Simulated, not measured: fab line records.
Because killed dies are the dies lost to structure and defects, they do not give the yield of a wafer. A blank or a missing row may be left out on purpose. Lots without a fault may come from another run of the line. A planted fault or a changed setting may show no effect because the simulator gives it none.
Lot-split experiment    flow n5Finfet    on a route of 1938 steps: 7 lots, 21 wafers read

## ABOUT THE SPLIT
At N5_MOL_CONTACT_COAG_ALD_27 (deposits SiOC, target thk 17 nm, pulse time 1.5 s, time 2720 s), the setting timeS was moved away from the recipe's 2720 s on 5 of the 21 wafers read, by -19.9% to -10.6%. All remaining wafers had this setting at the recipe value.

The reading is taken at the split's own step.

## THE READING
SiOC_of_MOL_CONTACT_COAG_ALD_27.thkNm (the simulator's own value, which no gauge read), in nm, at N5_MOL_CONTACT_COAG_ALD_27 (deposits SiOC, target thk 17 nm, pulse time 1.5 s, time 2720 s). There is no usual value for it anywhere in the file. Average 17.0 nm, standard deviation 0.078 nm, over the 16 wafers here run with the recipe.

wafer   tool, chamber at the split  timeS as run, s  against the recipe  SiOC_of_MOL_CONTACT_COAG_ALD_27.thkNm, nm  against lot-mates on the recipe
L076.2  aldSin-04, 1                2720             recipe              17                                         -
L076.4  aldSin-04, 2                2263             -16.8%              14.2                                       -2.7
L076.6  aldSin-04, 3                2720             recipe              16.8                                       -
L082.1  aldSin-04, 0,1              2720             recipe              16.8                                       -
L082.4  aldSin-04, 0,1              2720             recipe              16.8                                       -
L082.2  aldSin-04, 3                2720             recipe              17                                         -
L085.2  aldSin-01, 2,3              2370             -12.9%              14.8                                       -2.2
L085.5  aldSin-01, 2,3              2370             -12.9%              14.8                                       -2.2
L085.3  aldSin-01, 1                2720             recipe              17                                         -
L090.1  aldSin-01, 2                2431             -10.6%              15.2                                       -1.8
L090.2  aldSin-01, 1                2720             recipe              17                                         -
L090.6  aldSin-01, 1                2720             recipe              17                                         -
L091.1  aldSin-04, 0,3,0            2720             recipe              17                                         -
L091.4  aldSin-04, 0,3,0            2720             recipe              17                                         -
L091.5  aldSin-04, 0,3,0            2720             recipe              17                                         -
L095.4  aldSin-03, 0                2720             recipe              17                                         -
L095.6  aldSin-03, 0                2720             recipe              17                                         -
L095.5  aldSin-03, 1                2178             -19.9%              13.6                                       -3.4
L096.3  aldSin-03, 0,3,2            2720             recipe              17                                         -
L096.5  aldSin-03, 0,3,2            2720             recipe              17                                         -
L096.6  aldSin-03, 0,3,2            2720             recipe              17                                         -
Rows listing several chambers each stand for several wafers; the file does not say which wafer went through which chamber.

THE FIT
A straight line over all 21 wafers: SiOC_of_MOL_CONTACT_COAG_ALD_27.thkNm changes by +0.167 nm for each +1% of timeS; r = +1.00; the points scatter about the line by 0.073 nm.
The same after taking each lot's own level away (the mean of its wafers on the recipe; 21 wafers): +0.168 nm for each +1%; r = +1.00; scatter 0.06 nm.
That fit puts the effect of the largest move of timeS on the reading at 3.3 nm.
The span of the lots' own levels, 16.87 to 17.00 nm, comes to 1.7 times the standard deviation stated above.
So the lot-to-lot level changes the slope little: the two slopes agree.
Check: -3.32 nm against its lot-mates is what the line predicts for one of the wafers moved furthest among these (-19.9%) when that wafer is left out of the fit. It came out at -3.4 nm against them.

## THE FILE'S OWN FIT
SiOC_of_MOL_CONTACT_COAG_ALD_27.thkNm changes by +0.168 nm for each +1% of timeS, r = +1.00.
